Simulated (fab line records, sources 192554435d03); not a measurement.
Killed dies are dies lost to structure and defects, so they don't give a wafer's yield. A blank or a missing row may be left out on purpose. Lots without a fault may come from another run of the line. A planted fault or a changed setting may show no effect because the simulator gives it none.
One fault seen from 3 desks | flow n5_finfet | each desk has only its own numbers; what lay behind them comes last

THE DEFECT DESK
What the inspections along the route counted, lot by lot: means of the sampled wafers that have a number. A lot is out of limits, marked OUT, if its mean lies more than 4 standard deviations from the usual mean; the brackets give that distance.
Columns: A = raw_defect_count at N5_PASSIVATION_INSPECT_67, usual 2.1
lot  | first seen here | A
L760 | day 13 02:34    | 2.3
L761 | day 13 13:08    | 3.0
L762 | day 13 13:43    | 2.0
L763 | day 13 14:45    | 3.3
L764 | day 14 13:46    | 1.3
L765 | day 14 18:41    | 1.7
L768 | day 15 00:17    | 2.0
L767 | day 15 03:07    | 1.3
L769 | day 15 06:41    | 2.3
L779 | day 17 21:53    | 2.7
This desk's finding: nothing out of limits on any of the 10 lots.

THE METROLOGY DESK
What the gauges read, lot by lot, whatever tool the lot ran on: means of the sampled wafers that have a number. A lot is out of limits, marked OUT, if its mean lies more than 4 standard deviations from the usual mean; the brackets give that distance. Of its 11 readings 7 are shown: those that lie furthest out on some lot.
Columns: A = DIBL_N at N5_BEOL_M4_RC_MEAS_101, usual 35.9 mV/V; B = DIBL_P at N5_BEOL_M4_RC_MEAS_101, usual 35.9 mV/V; C = IOFF_N at N5_BEOL_M4_RC_MEAS_101, usual 0.156 nA/um; D = SS_N at N5_BEOL_M4_RC_MEAS_101, usual 71.4 mV/dec; E = VT_N at N5_BEOL_M4_RC_MEAS_101, usual 249.7 mV; F = VT_P at N5_BEOL_M4_RC_MEAS_101, usual -250.2 mV; G = cd_nm at N5_PASSIVATION_CD_MEAS_10, usual 3000.5 nm
lot  | first seen here | A    | B    | C     | D    | E     | F      | G
L760 | day 9 05:26     | 36.7 | 38.2 | 0.184 | 71.7 | 248.2 | -251.7 | 2996.6
L762 | day 9 07:47     | 33.8 | 33.7 | 0.121 | 70.7 | 253.7 | -250.7 | 3003.6
L761 | day 9 08:05     | 37.2 | 37.0 | 0.184 | 71.6 | 245.5 | -247.1 | 3000.4
L763 | day 9 13:36     | 35.8 | 36.5 | 0.149 | 71.7 | 249.5 | -246.4 | 3000.7
L764 | day 10 06:52    | 36.1 | 35.4 | 0.140 | 71.9 | 251.2 | -250.0 | 3002.6
L765 | day 10 09:53    | 35.4 | 34.6 | 0.142 | 70.5 | 252.1 | -251.8 | 3001.8
L767 | day 10 13:40    | 35.6 | 35.7 | 0.156 | 71.4 | 246.5 | -251.5 | 3001.6
L768 | day 10 16:58    | 35.2 | 35.3 | 0.149 | 71.2 | 249.5 | -249.9 | 3002.6
L769 | day 10 19:54    | 36.5 | 35.9 | 0.164 | 72.0 | 249.8 | -247.2 | 3002.7
L779 | day 13 10:26    | 38.1 | 37.4 | 0.185 | 71.6 | 248.6 | -250.7 | 3002.7
This desk's finding: nothing out of limits on any of the 10 lots.

THE TOOL OWNER'S DESK: pecvd-02
The tool's own readings at N5_PASSIVATION_PECVD_53 (deposits SiO2 from TEOS/O2, target thk 800 nm, time 169.4 s): means of the sampled wafers that have a number, for each lot that ran on this tool. A lot is out of limits, marked OUT, if its mean lies more than 4 standard deviations from the usual mean; the brackets give that distance.
Columns: A = run_length_s at N5_PASSIVATION_PECVD_53, usual 197.2 s
lot  | first seen here | A
L761 | day 13 12:32    | 196.8
L762 | day 13 13:07    | 196.9
L763 | day 13 14:09    | 197.0
L768 | day 14 23:41    | 196.7
L769 | day 15 05:57    | 201.2 (+6.6) OUT
This desk's finding: out of limits on L769; first on L769, day 15 05:57 (run_length_s at N5_PASSIVATION_PECVD_53). In limits: L761, L762, L763, L768.

PUT TOGETHER
The tool owner's desk could have raised an alarm at day 15 05:57, on L769.
The defect desk saw nothing out of limits.
The metrology desk saw nothing out of limits.
The defect desk has L769 on record, within its limits.
The metrology desk has L769 on record, within its limits.
Of the lots named, all ran N5_PASSIVATION_PECVD_53 on pecvd-02.

WHAT THE SIMULATOR HAD PUT IN
Process parameter drift: pecvd-02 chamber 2, from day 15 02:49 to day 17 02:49, at N5_PASSIVATION_PECVD_53. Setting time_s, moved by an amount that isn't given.
Lots struck among those shown: L769.
Hours from the fault's start to each desk's first reading out of limits: the tool owner's desk, 3.
